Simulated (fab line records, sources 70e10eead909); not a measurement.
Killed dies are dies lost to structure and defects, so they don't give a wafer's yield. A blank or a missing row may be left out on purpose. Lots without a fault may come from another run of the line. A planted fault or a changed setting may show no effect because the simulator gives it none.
fab line records | flow nand_harc
record lots=6 wafers=18 last_day=23
route steps=1159 shown A_STAIRCASE@689 END@1159
lots that met no fault: from a run of the same line without faults
start_h: hours from the record's first day to the start of the lot's first wafer shown | wait_h: hours since the lot's step before | " the same as in the row above | L1.1+2: a row that stands for several wafers | - no value, or no start given | * or withheld: withheld | < > ~ a bound
route shown NAME@n: a module of which the file shows steps, and the number in the route of the first | usual: mean/standard deviation of fault-free wafers | same: alike in all rows | chamber/n: place in a boat | sites: the reading at each site | _std_site: their standard deviation | _edge_site: outer sites' mean less inner sites' | radius_mm: how far each site lies from the wafer's centre | mask NAME#n: copy n | behind: the tool/chamber that last shaped the wafer | hold: why the lot was held/for how many hours/how that ended | device: the transistor (n, p or np) that didn't switch | end of line: the same wafers' tests at the end of the route | a step without rows: its recipe alone | killed: dies lost to structure and defects at the first sort, not the wafer's yield | map: a wafer's dies, x killed, . not, _ none there
set.NAME: the setting as run; set.NAME@STEP: as run at that earlier step | model.NAME: the simulator's own value behind a step, which no gauge read
lots at some steps of the route; a table a step, a row a wafer
services: from which hour (start_h, from the record's first day; less than 0 if before it) a tool's chamber was out of use, for how many hours, and why
## steps
# step NHARC_A_STAIRCASE_HM_OPEN_463
# recipe o2_flow_sccm=400 cos_flow_sccm=20 ar_flow_sccm=0 rf_w=500 bias_w=300 chemistry=O2/COS
# step NHARC_A_STAIRCASE_STRIP_464
# recipe o2_flow_sccm=400 cos_flow_sccm=20 ar_flow_sccm=0 bias_w=0 chemistry=O2/COS
# step NHARC_A_STAIRCASE_ETCH_453
# recipe target_depth_a=300 overetch_a=30 time_s=16.5 ion_energy_ev=100 cf4_flow_sccm=80 o2_flow_sccm=20 ar_flow_sccm=0 rf_w=300 bias_w=100 chemistry=CF4/O2
# usual cf4_flow_sccm=80.00/0.25 drypump_motor_current_A=5.8/0.4 oes_product_au=0.999/0.0073 rf_vpp_V=198.1/1.5 showerhead_plenum_p_Torr=1.35/0.056 throttle_valve_pct=13.398/0.0086
# columns lot.wafer tool chamber start_h wait_h cf4_flow_sccm drypump_motor_current_A oes_product_au rf_hours_counter_h rf_vpp_V showerhead_plenum_p_Torr throttle_valve_pct
L486.3 rie_diel-06 3 - - 79.95 5.3 0.973 6 197.7 1.40 13.396
L486.4 " 0 " " 79.89 6.3 0.994 7 198.0 1.31 13.393
L486.6 " 3 " " 80.45 5.4 0.985 - 199.9 1.40 13.397
L493.1 rie_diel-01 1 - - 80.06 5.9 0.997 69 197.0 1.24 13.410
L493.2 " 3 " " 80.04 5.8 0.997 64 198.5 1.32 13.408
L493.5 " 0 " " 80.42 6.4 0.994 - 198.7 1.38 13.393
L499.3 rie_diel-06 2 - - 80.09 5.3 1.001 41 195.9 1.31 13.389
L499.2 " 3 " " 79.84 5.3 1.002 40 198.8 1.39 13.404
L499.6 " 3 " " 79.41 5.4 0.993 - 198.7 1.39 13.393
L501.2 rie_diel-01 0 - - 79.45 6.4 1.007 7 198.8 1.38 13.394
L501.4 " 1 " " 80.12 5.9 0.990 11 200.7 1.44 13.403
L501.6 " 2 " " 80.56 5.7 1.000 - 196.0 1.28 13.406
L500.3 rie_diel-06 1 - - 79.79 5.4 1.006 48 198.7 1.40 13.392
L500.5 " 3 " " 80.55 5.4 0.995 - 198.9 1.39 13.402
L500.6 " 0 " " 80.13 6.3 0.997 - 195.8 1.30 13.396
L503.4 rie_diel-01 3 - - 79.64 5.8 0.999 13 197.0 1.32 13.404
L503.6 " 3 " " 79.90 5.8 1.001 - 198.1 1.32 13.398
L503.5 " 0 " " 80.32 6.4 0.999 - 198.9 1.38 13.393
# step NHARC_A_STAIRCASE_ETCH_315
# recipe target_depth_a=25000 time_s=607.1 ion_energy_ev=800 c4f8_flow_sccm=80 o2_flow_sccm=60 ar_flow_sccm=withheld rf_w=600 bias_w=3000 chemistry=C4F8/O2/Ar
# step NHARC_A_STAIRCASE_STRIP_316
# recipe o2_flow_sccm=500 ar_flow_sccm=0 bias_w=0 chemistry=O2
# usual drypump_motor_current_A=5.8/0.4 oes_product_au=1.001/0.0069 rf_vpp_V=57.8/0.93 showerhead_plenum_p_Torr=3.57/0.15 throttle_valve_pct=17.035/0.0089
# columns lot.wafer tool chamber start_h wait_h drypump_motor_current_A oes_product_au rf_hours_counter_h rf_vpp_V showerhead_plenum_p_Torr throttle_valve_pct
L486.4 rie_diel-06 0 - - 6.3 0.993 7 58.2 3.46 17.045
L486.3 " 2 " " 5.3 0.997 8 57.4 3.49 17.032
L486.6 " 0 " " 6.3 0.989 - 56.5 3.46 17.041
L493.2 rie_diel-01 3 - - 5.8 1.011 64 59.1 3.49 17.019
L493.1 " 0 " " 6.4 1.000 68 58.7 3.64 17.032
L493.5 " 2 " " 5.7 1.009 - 58.9 3.40 17.025
L499.3 rie_diel-06 3 - - 5.4 0.995 40 58.1 3.68 17.032
L499.2 " 1 " " 5.5 1.002 45 56.7 3.70 17.027
L499.6 " 3 " " 5.4 0.999 - 57.4 3.68 17.035
L501.4 rie_diel-01 3 - - 5.8 1.004 11 56.5 3.48 17.039
L501.2 " 1 " " 6.0 1.005 11 57.9 3.80 17.022
L501.6 " 0 " " 6.4 1.008 - 58.3 3.64 17.045
L500.3 rie_diel-06 1 - - 5.4 1.008 49 57.7 3.70 17.043
L500.5 " 1 " " 5.5 0.992 - 57.0 3.70 17.033
L500.6 " 2 " " 5.3 0.999 - 57.4 3.47 17.045
L503.4 rie_diel-01 3 - - 5.8 1.002 14 57.4 3.48 17.024
L503.6 " 0 " " 6.4 1.006 - 56.8 3.64 17.046
L503.5 " 1 " " 5.9 0.998 - 58.6 3.80 17.039
# step NHARC_A_STAIRCASE_STRIP_317
# recipe time_s=900 temp_c=130 chemistry=SPM
# step NHARC_A_STAIRCASE_PRECLEAN_318
# recipe time_s=* temp_c=50 bath_age_min=0 chemistry=SC1
# step NHARC_A_STAIRCASE_SRD_329
# step NHARC_A_STAIRCASE_ALD_415
# recipe target_thk_a=300 pulse_time_s=6 ald_cycles=300 temp_c=300 material=SiO2
# step NHARC_A_STAIRCASE_ETCHBACK_416
# recipe target_depth_a=360 time_s=7.2 c4f8_flow_sccm=withheld o2_flow_sccm=8 ar_flow_sccm=withheld rf_w=600 bias_w=800 chemistry=C4F8/O2/Ar
# step NHARC_A_STAIRCASE_STRIP_476
# recipe time_s=20 o2_flow_sccm=500 ar_flow_sccm=0 bias_w=0 chemistry=O2
# step NHARC_A_STAIRCASE_DEP_417
# recipe target_thk_a=600 step_coverage_pct=20 temp_c=400 target_thk_nm=60 flow_sccm=200 rf_w=450 material=Si3N4
# usual heater_power_w=688/130 susceptor_temp_C=400.03/0.24
# columns lot.wafer tool chamber start_h wait_h heater_power_w susceptor_temp_C
L486.3 pecvd-03 2 268.49 - 668 399.83
L486.6 " 1 " " 906 399.80
L486.4 " 2 " " 668 400.20
L493.2 pecvd-01 0 312.30 - 578 399.91
L493.1 " 1 " " 746 399.79
L493.5 " 0 " " 573 399.97
L499.2 pecvd-03 0 354.29 - 504 400.11
L499.3 " 2 " " 595 399.93
L499.6 " 1 " " 936 400.30
L501.2 pecvd-01 1 357.24 - 780 400.09
L501.4 " 1 " " 785 399.90
L501.6 " 2 " " 750 400.23
L500.3 pecvd-03 0 363.15 - 615 399.95
L500.5 " 2 " " 659 400.38
L500.6 " 1 " " 996 400.02
L503.6 pecvd-02 1 365.46 - 523 399.87
L503.4 " 2 " " 820 399.77
L503.5 " 0 " " 507 399.76
# step NHARC_A_STAIRCASE_WET_418
# recipe temp_c=160 target_depth_a=200 chemistry=H3PO4
# step NHARC_A_STAIRCASE_PRECLEAN_419
# recipe time_s=* temp_c=50 bath_age_min=0 chemistry=SC1
# step NHARC_A_STAIRCASE_SRD_421
# step NHARC_A_STAIRCASE_ALD_420
# recipe target_thk_a=200 pulse_time_s=6 ald_cycles=200 temp_c=300 material=SiO2
# step NHARC_A_STAIRCASE_CVD_552
# recipe target_thk_a=400 temp_c=700 pressure_mtorr=300 material=SiNx
# step NHARC_A_STAIRCASE_DEP_151
# recipe target_thk_a=38000 temp_c=400 target_thk_nm=3800 teos_flow_sccm=200 rf_w=500 material=SiO2
# usual heater_power_w=616/130 susceptor_temp_C=400.03/0.21
# columns lot.wafer tool chamber start_h wait_h heater_power_w susceptor_temp_C
L486.3 pecvd-02 2 281.55 0.6 779 400.33
L486.4 " 0 " " 422 400.34
L486.6 " 1 " " 486 400.15
L493.2 pecvd-03 1 324.47 0.4 827 400.02
L493.1 " 0 " " 512 400.01
L493.5 " 2 " " 538 400.28
L499.2 pecvd-01 1 367.99 0.5 757 399.95
L499.3 " 2 " " 841 399.69
L499.6 " 2 " " 669 399.76
L501.2 pecvd-03 2 368.27 0.8 627 399.96
L501.6 " 0 " " 492 400.33
L501.4 " 1 " " 782 400.17
L500.3 pecvd-01 1 374.20 0.6 680 400.21
L500.6 " 2 " " 682 400.48
L500.5 " 1 " " 612 400.07
L503.6 pecvd-03 2 377.95 1.0 553 400.24
L503.4 " 0 " " 491 400.07
L503.5 " 1 " " 772 399.82
# step NHARC_A_STAIRCASE_ANNEAL_320
# recipe temp_c=750 time_s=1800
# step NHARC_A_STAIRCASE_DEP_322
# recipe target_thk_a=38000 temp_c=400 target_thk_nm=3800 teos_flow_sccm=200 rf_w=500 material=SiO2
# step NHARC_A_STAIRCASE_ANNEAL_323
# recipe temp_c=750 time_s=1800
# step NHARC_A_STAIRCASE_DEP_325
# recipe target_thk_a=38000 temp_c=400 target_thk_nm=3800 teos_flow_sccm=200 rf_w=500 material=SiO2
# usual heater_power_w=623/130 susceptor_temp_C=400.01/0.21
# columns lot.wafer tool chamber start_h wait_h heater_power_w susceptor_temp_C
L486.3 pecvd-01 0 298.37 0.6 578 399.81
L486.4 " 2 " " 690 399.97
L486.6 " 0 " " 509 399.99
L493.2 pecvd-03 1 340.96 0.1 827 400.11
L493.1 " 2 " " 651 400.08
L493.5 " 1 " " 785 399.92
L499.2 pecvd-02 0 387.40 0.1 539 399.61
L499.3 " 2 " " 814 400.44
L499.6 " 1 " " 458 400.16
L500.3 pecvd-03 1 387.54 0.2 932 399.86
L500.5 " 1 " " 783 399.87
L500.6 " 2 " " 565 399.80
L501.2 pecvd-01 2 388.07 0.7 697 400.10
L501.4 " 1 " " 638 400.03
L501.6 " 0 " " 515 399.91
L503.4 pecvd-01 1 395.13 0.4 623 399.88
L503.5 " 2 " " 683 399.81
L503.6 " 0 " " 510 400.19
# step NHARC_A_STAIRCASE_ANNEAL_326
# recipe temp_c=750 time_s=1800
# step NHARC_A_STAIRCASE_DEHYDRATE_433
# recipe temp_c=150 time_s=120
# step NHARC_A_STAIRCASE_HMDS_434
# recipe time_s=30
# step NHARC_A_STAIRCASE_COAT_435
# recipe spin_rpm=1200
# step NHARC_A_STAIRCASE_SOFTBAKE_436
# recipe temp_c=135 time_s=170
# step NHARC_A_STAIRCASE_EBR_437
# step NHARC_A_STAIRCASE_EXPOSE_438
# recipe na=0.5 dose_mj=28.97 mask_id=STAIR_REV
# step NHARC_A_STAIRCASE_PEB_439
# recipe peb_temp_c=115 peb_time_s=130
# step NHARC_A_STAIRCASE_DEVELOP_440
# recipe time_s=140
# step NHARC_A_STAIRCASE_HARDBAKE_442
# recipe temp_c=120 time_s=140
# step NHARC_A_STAIRCASE_DESCUM_443
# recipe time_s=3 o2_flow_sccm=200 ar_flow_sccm=0 bias_power_w=0 chemistry=O2
# usual drypump_motor_current_A=5.7/0.4 oes_product_au=0.999/0.0072 rf_vpp_V=58.1/0.86 showerhead_plenum_p_Torr=1.94/0.083 throttle_valve_pct=11.312/0.0088
# columns lot.wafer tool chamber start_h wait_h drypump_motor_current_A oes_product_au rf_hours_counter_h rf_vpp_V showerhead_plenum_p_Torr throttle_valve_pct
L486.3 rie_diel-01 1 306.60 - 5.9 0.981 67 57.1 1.78 11.301
L486.6 " 3 " " 5.8 1.004 - 56.4 1.89 11.314
L486.4 " 1 " " 5.9 0.992 - 58.4 1.78 11.299
L493.2 rie_diel-06 0 351.33 - 6.3 0.981 46 57.0 1.86 11.317
L493.1 " 3 " " 5.4 0.988 40 60.0 2.00 11.314
L493.5 " 0 " " 6.3 0.991 - 58.9 1.86 11.307
L500.3 rie_diel-11 2 397.45 - 5.5 1.020 8 59.3 2.05 11.315
L500.6 " 0 " " 5.4 1.005 - 59.0 1.99 11.304
L500.5 " 1 " " 6.4 0.992 - 56.9 1.94 11.322
L499.2 rie_diel-06 1 397.48 - 5.4 0.996 59 58.7 2.01 11.292
L499.3 " 0 " " 6.3 0.994 63 57.8 1.86 11.329
L499.6 " 2 " " 5.2 0.994 - 58.4 1.87 11.307
L501.4 rie_diel-01 3 397.80 - 5.7 1.003 25 57.2 1.88 11.329
L501.2 " 0 " " 6.4 1.006 20 57.9 1.97 11.322
L501.6 " 3 " " 5.8 0.990 - 60.2 1.88 11.300
L503.4 rie_diel-11 2 402.82 - 5.5 1.010 12 58.2 2.05 11.314
L503.5 " 2 " " 5.5 1.011 - 58.8 2.05 11.318
L503.6 " 3 " " 5.7 1.002 - 58.0 1.80 11.326
# step NHARC_A_STAIRCASE_ETCH_444
# recipe target_depth_a=1.02e+05 time_s=3400 c4f8_flow_sccm=20 o2_flow_sccm=10 ar_flow_sccm=withheld rf_w=600 bias_w=1000 chemistry=C4F8/O2
# step NHARC_A_STAIRCASE_STRIP_446
# recipe power_w=1500 temp_c=250 chemistry=O2
# step NHARC_A_STAIRCASE_STRIP_447
# recipe time_s=900 temp_c=130 chemistry=SPM
# step NHARC_END_SORT_01
# recipe temp_c=25
# usual killed_at_array=28/11 killed_at_other=0.8/1.3 killed_at_periphery=3.6/2.5 killed_dies=32/11 killed_open=3.0/1.8 killed_short=2.0/1.5
# same gross_dies=677
# columns lot.wafer tool chamber start_h wait_h killed_at_array killed_at_other killed_at_periphery killed_dies killed_open killed_short
L500.3 prober-01 0 532.80 3.1 66 0 2 68 3 1
L500.5 prober-01 0 534.42 3.7 83 0 6 89 1 2
L500.6 prober-01 0 535.23 4.0 128 0 1 129 2 2
L499.2 prober-01 0 540.85 2.8 70 0 2 72 1 1
L499.3 prober-01 0 541.66 3.1 88 0 2 90 1 0
L499.6 prober-01 0 544.06 4.0 112 0 1 113 0 1
# killed by level:class
L500.3 A_STAIRCASE:unspecified=43 A_CHANNEL_HOLE_D1:chamber_film_flake=15 A_STAIRCASE:chamber_film_flake=2 A_M1:chamber_film_flake=2 P_M0:geometric_particle:short=1 P_M2:geometric_particle:open=1 A_SOURCE_PLATE:geometric_particle:open=1 A_CONTACT:geometric_particle:open=1
L500.5 A_STAIRCASE:unspecified=67 A_CHANNEL_HOLE_D1:chamber_film_flake=9 P_M1:chamber_film_flake=2 A_STAIRCASE:chamber_film_flake=2 A_CONTACT:chamber_film_flake=2 P_GATE:geometric_particle:open=1 P_M1:geometric_particle:short=1 A_WL_FILL:geometric_particle:short=1
L500.6 A_STAIRCASE:unspecified=95 A_CHANNEL_HOLE_D1:chamber_film_flake=18 A_STAIRCASE:chamber_film_flake=6 A_M1:chamber_film_flake=3 A_SOURCE_PLATE:geometric_particle:short=1 A_CHANNEL_FILL_D1:geometric_particle:open=1 A_CONTACT:geometric_particle:open=1 A_CONTACT:geometric_particle:short=1
L499.2 A_STAIRCASE:unspecified=42 A_SLIT:chamber_film_flake=15 A_CHANNEL_HOLE_D1:chamber_film_flake=5 A_CONTACT:chamber_film_flake=3 A_ZERO_WELL:chamber_film_flake=2 A_STAIRCASE:chamber_film_flake=2 P_M0:geometric_particle:open=1 A_SOURCE_PLATE:geometric_particle:short=1
L499.3 A_STAIRCASE:unspecified=62 A_SLIT:chamber_film_flake=16 A_STAIRCASE:chamber_film_flake=4 A_CONTACT:chamber_film_flake=3 A_CHANNEL_HOLE_D1:chamber_film_flake=2 P_ZERO_WELL:geometric_particle:open=1 P_M1:chamber_film_flake=1 A_WL_FILL:chamber_film_flake=1
L499.6 A_STAIRCASE:unspecified=89 A_SLIT:chamber_film_flake=14 A_CHANNEL_HOLE_D1:chamber_film_flake=7 A_STAIRCASE:chamber_film_flake=2 P_M2:geometric_particle:short=1
# map L499.6 (x killed, . not)
____________.____________
_________......._________
_______..........._______
______.............______
_____..............._____
____.................____
____.................____
___...................___
___x.x................___
__...x...........x.....__
__.....................__
_.....xxx........x......_
_.............x.x......._
_.....x........xx.xxx..._
_.............xxxxxx...._
_............xxxxxxx...._
.............xxxxxxxxx...
..............xxxxxxxx...
.............xxxxxxxxx...
............xxxxxxxxxx...
.............xxxxxxx.....
_............xxxxxxxxx.._
_.............xxxxxxx..._
_.............xxxxxxx..._
_............xx.xxx..x.._
_...............xx......_
__..............xxx....__
__..................x..__
___..............xx...___
___...........x..xx...___
____.................____
____.................____
_____..............._____
______.............______
_______.........x._______
_________......._________
____________.____________
# map L500.6 (x killed, . not)
____________.____________
_________......._________
_______....x......_______
______...x.........______
_____..............._____
____.................____
____.................____
___...................___
___....x............x.___
__.................x...__
__.....................__
_................x......_
_................xx....._
_....x.........xxxx....._
_.............xxxxxx...._
_.............xxxxxxxx.._
......x..x...xxxxxxxxx...
.......x.....xxxxxxxx....
...........x..xxxxxxxx...
..x..xx......xxxxxxxxx...
...x.xx.......xxxxxxxx...
_..xx.......xxxxxxxxx..._
_..xxx.....x..xxxxxxx..._
_.xxxx........xxxxxxx..._
_..x.x........x.xxx....._
_..xx............xxx...._
__.x...............x...__
__.....................__
___...................___
___...................___
____................x____
____...............x.____
_____.............x._____
______.............______
_______..........x_______
_________......._________
____________.____________
## services
# columns tool chamber start_h hours kind
rie_diel-06 - 241.20 9.0 pm
rie_diel-06 0 241.20 9.0 vent_cycle
rie_diel-06 1 241.20 9.0 vent_cycle
rie_diel-06 2 241.20 9.0 vent_cycle
rie_diel-06 3 241.20 9.0 vent_cycle
rie_diel-01 0 244.95 - clean
rie_diel-01 1 244.95 - clean
rie_diel-01 2 244.95 - clean
rie_diel-01 3 244.95 - clean
rie_diel-01 3 246.64 8.8 repair
rie_diel-06 0 250.20 - clean
rie_diel-06 1 250.20 - clean
rie_diel-06 2 250.20 - clean
pecvd-01 1 255.98 9.8 repair
rie_diel-06 1 271.27 7.5 repair
pecvd-03 - 292.21 13.0 pm
rie_diel-11 1 295.55 5.4 repair
pecvd-01 2 310.26 4.6 repair
rie_diel-01 0 310.45 24.0 repair
rie_diel-01 - 314.83 9.0 pm
pecvd-02 - 334.03 13.0 pm
rie_diel-11 - 366.50 9.0 pm
rie_diel-11 0 386.54 1.2 repair
rie_diel-06 1 400.58 29.1 repair
## key
first_sign step=NHARC_END_SORT_01 reading=killed_at_array direction=up sigmas=6 usual=28 struck=91
effect step=NHARC_END_SORT_01 reading=killed_dies direction=up sigmas=5.5 usual=32 struck=94
more_kills_born_at NHARC_A_STAIRCASE_DEP_417@pecvd-03=398
met_at NHARC_A_STAIRCASE_DEP_417
struck_wafers L499.2,L499.3,L499.6,L500.3,L500.5,L500.6
tester_left_out L499,L500
onset_between 268.49 354.29
also_fits NHARC_A_STAIRCASE_ETCH_453:rie_diel-06,NHARC_A_STAIRCASE_STRIP_316:rie_diel-06,NHARC_A_STAIRCASE_DEP_151:pecvd-01
fault kind=chamber_particle_source tool=pecvd-03 chamber=- onset_h=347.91 steps=NHARC_A_STAIRCASE_DEP_417 rate_per_visit_cm2=1.1952 end_h=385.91
# tester_left_out: of these lots the tester's yield and bins aren't shown, on N5 and GAA mostly nor the transistor test; their killed dies are dies lost to structure and defects alone, not to doping, threshold or leakage, so they don't give the yield
